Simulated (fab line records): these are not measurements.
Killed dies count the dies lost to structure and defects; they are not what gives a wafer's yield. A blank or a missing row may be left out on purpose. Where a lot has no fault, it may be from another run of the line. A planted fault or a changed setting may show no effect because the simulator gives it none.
Split-lot trial | flow n5Finfet | on a route of 1938 steps: 7 lots, 21 wafers read

## ON THE SPLIT
At N5_MOL_CONTACT_COAG_COAT_64 (time 60 s, resist thk 10 nm), the setting spinRpm was moved away from the recipe's 1500 rpm on 6 of the 21 wafers read, by -9.2% to +10.3%. All remaining wafers had this setting at the recipe value.

## FROM THE SPLIT TO THE READING: what the file shows between them, 6 steps
- N5_MOL_CONTACT_COAG_COAT_34: resist thk 40 nm
- N5_MOL_CONTACT_COAG_EBR_36
- N5_MOL_CONTACT_COAG_DESCUM_45: chemistry O2, time 7 s
- N5_MOL_CONTACT_COAG_ETCH_65: etches underlayer in N2/H2, target depth 13 nm, time 10.4 s
- N5_MOL_CONTACT_COAG_ETCH_66: etches SiARC in CF4, target depth 13 nm, time 21.7 s
- N5_MOL_CONTACT_COAG_ALD_133: deposits SiO2, target thk 5 nm, pulse time 1 s, co reactant pulse time 1 s

## THE READING
CAR-EUV_of_MOL_CONTACT_COAG_COAT_34.thkNm (the simulator's own value, which no gauge read), in nm, at N5_MOL_CONTACT_COAG_ETCHBACK_134 (etches SiO2 in CHF3, target depth 10 nm, time 6.7 s). There is no usual value for it anywhere in the file. Here, 15 wafers ran the recipe; their average is 15.6 nm with a standard deviation of 0.12 nm.

wafer  | tool, chamber at the split | spinRpm as run, rpm | against the recipe | CAR-EUV_of_MOL_CONTACT_COAG_COAT_34.thkNm, nm | against lot-mates on the recipe
L075.2 | lithoTrack-02, 0           | 1500                | recipe             | 15.4                                          | -
L075.5 | lithoTrack-02, 0           | 1500                | recipe             | 15.4                                          | -
L075.6 | lithoTrack-02, 0           | 1500                | recipe             | 15.4                                          | -
L076.4 | lithoTrack-01, 0           | 1362                | -9.2%              | 15.2                                          | -0.2
L076.5 | lithoTrack-01, 0           | 1362                | -9.2%              | 14.8                                          | -0.6
L076.6 | lithoTrack-01, 0           | 1500                | recipe             | 15.4                                          | -
L081.2 | lithoTrack-05, 0           | 1500                | recipe             | 15.6                                          | -
L081.3 | lithoTrack-05, 0           | 1381                | -7.9%              | 15                                            | -0.6
L081.4 | lithoTrack-05, 0           | 1381                | -7.9%              | 15.2                                          | -0.4
L082.1 | lithoTrack-02, 0           | 1500                | recipe             | 15.6                                          | -
L082.3 | lithoTrack-02, 0           | 1500                | recipe             | 15.6                                          | -
L082.5 | lithoTrack-02, 0           | 1500                | recipe             | 15.6                                          | -
L083.4 | lithoTrack-02, 0           | 1500                | recipe             | 15.6                                          | -
L083.5 | lithoTrack-02, 0           | 1500                | recipe             | 15.6                                          | -
L083.6 | lithoTrack-02, 0           | 1655                | +10.3%             | 16.2                                          | +0.6
L096.2 | lithoTrack-02, 0           | 1500                | recipe             | 15.6                                          | -
L096.3 | lithoTrack-02, 0           | 1500                | recipe             | 15.6                                          | -
L096.4 | lithoTrack-02, 0           | 1500                | recipe             | 15.8                                          | -
L097.2 | lithoTrack-01, 0           | 1602                | +6.8%              | 16                                            | +0.3
L097.3 | lithoTrack-01, 0           | 1500                | recipe             | 15.6                                          | -
L097.5 | lithoTrack-01, 0           | 1500                | recipe             | 15.8                                          | -

FIT RESULTS
A straight line over all 21 wafers: CAR-EUV_of_MOL_CONTACT_COAG_COAT_34.thkNm changes by +0.0612 nm for each +1% of spinRpm; r = +0.91; the points scatter about the line by 0.13 nm.
The same after taking each lot's own level away (the mean of its wafers on the recipe; 21 wafers): +0.0525 nm for each +1%; r = +0.93; scatter 0.098 nm.
On that fit, the largest move of spinRpm shifts the reading by 0.54 nm.
Measured against the standard deviation above, the lots' own levels, which go from 15.40 to 15.70 nm, span 2.4 times it.
Thus the slope moves with the lot-to-lot level: the two fits are different.
Check: with one of the wafers moved furthest among these (+10.3%) left out of the fit, the line predicts +0.514 nm for it against its lot-mates. Against them it came out at +0.6 nm.

## THE WHOLE CHAIN: every reading that the file lists as answering this split, in the file's order
step                             | what it does                                                | reading                                                                                       | change (the file's fit)                | r (the file's)
N5_MOL_CONTACT_COAG_COAT_64      | time 60 s, resist thk 10 nm                                 | underlayer_of_MOL_CONTACT_COAG_COAT_64.thkNm (the simulator's own value, which no gauge read) | -0.0456 nm for each +1% of the setting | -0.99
N5_MOL_CONTACT_COAG_ETCH_65      | etches underlayer in N2/H2, target depth 13 nm, time 10.4 s | etch.depthNm (the simulator's own value, which no gauge read)                                 | -0.0514 nm for each +1% of the setting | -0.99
N5_MOL_CONTACT_COAG_ETCH_66      | etches SiARC in CF4, target depth 13 nm, time 21.7 s        | CAR-EUV_of_MOL_CONTACT_COAG_COAT_34.thkNm (the simulator's own value, which no gauge read)    | +0.0498 nm for each +1% of the setting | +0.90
N5_MOL_CONTACT_COAG_ETCHBACK_134 | etches SiO2 in CHF3, target depth 10 nm, time 6.7 s         | CAR-EUV_of_MOL_CONTACT_COAG_COAT_34.thkNm (the simulator's own value, which no gauge read)    | +0.0529 nm for each +1% of the setting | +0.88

## FILE'S OWN FIT
CAR-EUV_of_MOL_CONTACT_COAG_COAT_34.thkNm changes by +0.0529 nm for each +1% of spinRpm, r = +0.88.
